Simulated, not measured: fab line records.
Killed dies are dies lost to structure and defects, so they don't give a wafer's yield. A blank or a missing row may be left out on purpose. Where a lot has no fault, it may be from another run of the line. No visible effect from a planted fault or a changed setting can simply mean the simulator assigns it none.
The same fault as seen by 2 desks || flow n5 finfet || only its own numbers are on each desk; what lay behind them is given at the end

## AT THE TOOL OWNER'S DESK: rie diel-06
The tool's own readings at N5_BEOL_M1_ETCH_74 (etches underlayer in N2/H2, target depth 6.5 nm, time 5.2 s): means of the sampled wafers that have a number, for each lot that ran on this tool. The brackets show how far a lot's mean lies from the usual mean; more than 4 standard deviations puts the lot out of limits, marked OUT.
Columns: A = bias w at N5_BEOL_M1_ETCH_74, usual 150.0 W; B = drypump motor current A at N5_BEOL_M1_ETCH_74, usual 5.9 A; C = etch rf on time s at N5_BEOL_M1_ETCH_74, usual 5.20 s; D = oes product au at N5_BEOL_M1_ETCH_74, usual 0.69 a.u.; E = rf vpp V at N5_BEOL_M1_ETCH_74, usual 523.4 V; F = showerhead plenum p Torr at N5_BEOL_M1_ETCH_74, usual 2.53 Torr; G = throttle valve pct at N5_BEOL_M1_ETCH_74, usual 17.83 %
{"lot": "L232", "first seen here": "day 6 17:12", "A": 150.0, "B": 5.6, "C": 5.21, "D": 0.66, "E": 522.4, "F": 2.52, "G": 17.71}
{"lot": "L237", "first seen here": "day 8 06:30", "A": "159.7 (+22) OUT", "B": 5.9, "C": 5.07, "D": 0.65, "E": "546.0 (+8.7) OUT", "F": 2.54, "G": 17.79}
{"lot": "L239", "first seen here": "day 8 16:25", "A": "159.2 (+21) OUT", "B": 6.3, "C": 5.01, "D": 0.78, "E": "544.3 (+8.0) OUT", "F": 2.55, "G": 17.86}
{"lot": "L241", "first seen here": "day 9 04:51", "A": "159.9 (+23) OUT", "B": 5.9, "C": 5.04, "D": 0.70, "E": "543.8 (+7.8) OUT", "F": 2.49, "G": 17.77}
{"lot": "L252", "first seen here": "day 11 20:59", "A": 149.7, "B": 6.0, "C": 5.19, "D": 0.64, "E": 519.9, "F": 2.43, "G": 17.84}
This desk finds L237, L239, L241 out of limits, L237 being first, at day 8 06:30 (bias w at N5_BEOL_M1_ETCH_74). Within limits: L232, L252.

## THE METROLOGY DESK
Means of the sampled wafers that have a number, per lot and without regard to the tool the lot ran on: this is what the gauges read. The brackets show how far a lot's mean lies from the usual mean; more than 4 standard deviations puts the lot out of limits, marked OUT. 7 of its 12 readings are shown, namely those furthest out on some lot.
Columns: A = cd nm at N5_BEOL_M1_CD_MEAS_18, usual 18.0 nm; B = ION_N at N5_BEOL_M4_RC_MEAS_101, usual 672 uA/um; C = ION_P at N5_BEOL_M4_RC_MEAS_101, usual 462 uA/um; D = SS_N at N5_BEOL_M4_RC_MEAS_101, usual 71.5 mV/dec; E = SS_P at N5_BEOL_M4_RC_MEAS_101, usual 73.3 mV/dec; F = VT_N at N5_BEOL_M4_RC_MEAS_101, usual 249.9 mV; G = VT_P at N5_BEOL_M4_RC_MEAS_101, usual -249.8 mV
{"lot": "L231", "first seen here": "day 6 16:37", "A": 18.1, "B": 670, "C": 454, "D": 71.5, "E": 73.4, "F": 249.8, "G": -253.2}
{"lot": "L232", "first seen here": "day 6 16:41", "A": 18.0, "B": 672, "C": 463, "D": 71.2, "E": 72.5, "F": 252.1, "G": -248.3}
{"lot": "L237", "first seen here": "day 8 06:11", "A": 17.8, "B": 667, "C": 461, "D": 71.4, "E": 73.1, "F": 250.9, "G": -252.8}
{"lot": "L239", "first seen here": "day 8 16:19", "A": 18.0, "B": 675, "C": 465, "D": 71.2, "E": 73.2, "F": 249.3, "G": -249.5}
{"lot": "L241", "first seen here": "day 9 04:41", "A": 17.5, "B": 666, "C": 456, "D": 70.8, "E": 73.2, "F": 249.0, "G": -250.9}
{"lot": "L242", "first seen here": "day 9 11:36", "A": 17.7, "B": 659, "C": 458, "D": 72.0, "E": 73.3, "F": 253.6, "G": -248.9}
{"lot": "L243", "first seen here": "day 9 15:07", "A": 18.0, "B": 670, "C": 466, "D": 71.4, "E": 73.0, "F": 249.2, "G": -245.3}
{"lot": "L245", "first seen here": "day 9 22:34", "A": 17.9, "B": 664, "C": 459, "D": 71.9, "E": 73.2, "F": 252.7, "G": -251.1}
{"lot": "L251", "first seen here": "day 11 16:17", "A": 18.4, "B": 674, "C": 460, "D": 71.8, "E": 73.2, "F": 249.1, "G": -249.5}
{"lot": "L252", "first seen here": "day 11 20:52", "A": 18.2, "B": 674, "C": 464, "D": 72.3, "E": 73.4, "F": 248.5, "G": -247.5}
Result from this desk: across the 10 lots, nothing is out of limits.

## TAKEN TOGETHER
The tool owner's desk could have raised an alarm at day 8 06:30, on L237, L239, L241.
Nothing out of limits was seen by the metrology desk.
The metrology desk holds a record of L237, L239, L241, inside its limits.
Of the lots named, all ran N5_BEOL_M1_ETCH_74 on rie diel-06.

## WHAT THE SIMULATOR HAD INSERTED
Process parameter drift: rie diel-06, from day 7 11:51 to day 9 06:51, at N5_BEOL_M1_ETCH_74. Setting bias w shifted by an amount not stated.
Shown lots that were struck: L237, L239, L241.
Each desk's first reading out of limits, in hours after the fault started: the tool owner's desk, 19.
